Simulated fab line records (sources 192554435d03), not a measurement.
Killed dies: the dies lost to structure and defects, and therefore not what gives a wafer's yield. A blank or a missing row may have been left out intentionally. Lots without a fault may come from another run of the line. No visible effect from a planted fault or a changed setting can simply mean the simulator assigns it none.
Struck lot and sound lot, side by side -- flow n5-finfet -- 37 steps out of a route of 1938
Sound: these wafers, L852.1, L852.3, L852.6. Wafers L868.4, L868.6 were the ones struck. At the end, the cause is stated.
Order at every step that has rows: each side's tool, ch and its chambers, its first start. Under that, the readings that differ: sound wafers -- struck wafers -- difference of the means -- sigmas: that difference in standard deviations of wafers without a fault.
alike: same words and numbers on both sides, and readings whose means sit less than 2 such deviations apart. not compared: any withheld reading, any reading some wafer has no value for, any bound like >300 that may hide the same value, and any number with overlapping values for which the record gives no deviation.
Wherever a step has rows on one side only, a row that says differs or no value, or a row with sigmas, the two part there. Numbers that don't overlap but have no deviation are shown without sigmas and don't part them. Lack of a reading on every wafer of one side parts them only where that side has two or more wafers.

first, 9 steps without rows for these wafers: N5_BEOL_M5_COAT_05 (resist thk 30 nm); N5_BEOL_M5_EBR_07; N5_BEOL_M5_SOFTBAKE_06 (time 60 s); N5_BEOL_M5_EXPOSE_08 (exposes mask M5, target cd 28 nm); N5_BEOL_M5_PEB_09 (peb time 60 s); N5_BEOL_M5_DEVELOP_10 (develop time 30 s); N5_BEOL_M5_DESCUM_16 (chemistry O2, time 7 s); N5_BEOL_M5_ETCH_72 (etches underlayer in N2/H2, target depth 6.5 nm, time 5.2 s); N5_BEOL_M5_ETCH_61 (etches SiARC in CF4, target depth 15.6 nm, time 26 s).
N5_BEOL_M5_ETCH_62: etches SOC in N2/H2, target depth 75 nm, overetch 15 nm, time 112.5 s.
  sound on rie-diel-03 ch 0,2,3, day 9 21:30; struck on rie-diel-03 ch 0,3, day 16 19:53
reading,sound,struck,difference,sigmas
model.SiARC_of_BEOL_M5_COAT_60.thk-nm (nm),6.8 6.8 6.8,4.4 4.2,-2.5,
model.BEOL_M5.cd-nm (nm),27.8 27.8 27.8,29 29.2,+1,
  alike: drypump-motor-current-A, oes-product-au, rf-vpp-V, showerhead-plenum-p-Torr, throttle-valve-pct
  not compared: rf-hours-counter-h
then, 5 steps without rows for these wafers: N5_BEOL_M5_STRIP_63 (strips in N2/H2); N5_BEOL_M5_STRIP_73 (strips in N2/H2); N5_BEOL_M5_STRIP_64 (strips in CF4); N5_BEOL_M5_HM_OPEN_17 (chemistry Cl2/BCl3, target TiN, target depth 20 nm, overetch 6 nm); N5_BEOL_M5_STRIP_19 (strips in O2).
N5_BEOL_M5_CD_MEAS_18: pitch 56 nm, target cd 28 nm.
  sound: cd-sem-02 at day 9 22:02; struck: cd-sem-03 at day 16 20:14
reading,sound,struck,difference,sigmas
cd-nm (nm),27.98 28.09 27.67,29.09 29.05,+1.16,+4
then, 19 steps without rows for these wafers: N5_BEOL_M5_COAT_65 (time 60 s, resist thk 60 nm); N5_BEOL_M5_COAT_66 (time 60 s, resist thk 12 nm); N5_BEOL_M5_COAT_74 (time 60 s, resist thk 5 nm); N5_BEOL_M5_COAT_22 (resist thk 30 nm); N5_BEOL_M5_EBR_24; N5_BEOL_M5_SOFTBAKE_23 (time 60 s); N5_BEOL_M5_EXPOSE_25 (exposes mask V4, defocus 10 nm); N5_BEOL_M5_PEB_26 (peb time 60 s); N5_BEOL_M5_DEVELOP_27 (develop time 30 s); N5_BEOL_M5_DESCUM_33 (chemistry O2, time 7 s); N5_BEOL_M5_ETCH_75 (etches underlayer in N2/H2, target depth 6.5 nm, time 5.2 s); N5_BEOL_M5_ETCH_67 (etches SiARC in CF4, target depth 15.6 nm, time 26 s); N5_BEOL_M5_ETCH_68 (etches SOC in N2/H2, target depth 80 nm, overetch 16 nm, time 120 s); N5_BEOL_M5_STRIP_69 (strips in N2/H2); N5_BEOL_M5_STRIP_76 (strips in N2/H2); N5_BEOL_M5_VIA_ETCH_34 (etches SiCOH lowk in C4F6/O2, target depth 88.3 nm, time 39.2 s); N5_BEOL_M5_STRIP_85 (strips in C4F6/O2); N5_BEOL_M5_STRIP_36 (strips in N2/H2); N5_BEOL_M5_TRENCH_ETCH_37 (etches SiCOH lowk in C4F6/O2, target depth 71.652 nm, time 24.7 s).
N5_BEOL_M5_ETCH_41: etches SiCN in CH3F/O2, target depth 31.5 nm, time 56.7 s.
  sound on rie-diel-01 ch 0,1,2; struck on rie-diel-03 ch 0,1
reading,sound,struck,difference,sigmas
model.BEOL_M5.cd-nm (nm),27.6 28 27.8,29 29.2,+1,
  alike: drypump-motor-current-A, oes-product-au, rf-vpp-V, showerhead-plenum-p-Torr, throttle-valve-pct
  not compared: rf-hours-counter-h
following that, these wafers have no rows for 1 step: N5_PASSIVATION_PROBE_49.

WHERE THEY PART
Only at N5_BEOL_M5_CD_MEAS_18, within this record. Later steps at which nothing parts them and some readings are alike: N5_BEOL_M5_ETCH_41.

WHY: what had been put in by the simulator
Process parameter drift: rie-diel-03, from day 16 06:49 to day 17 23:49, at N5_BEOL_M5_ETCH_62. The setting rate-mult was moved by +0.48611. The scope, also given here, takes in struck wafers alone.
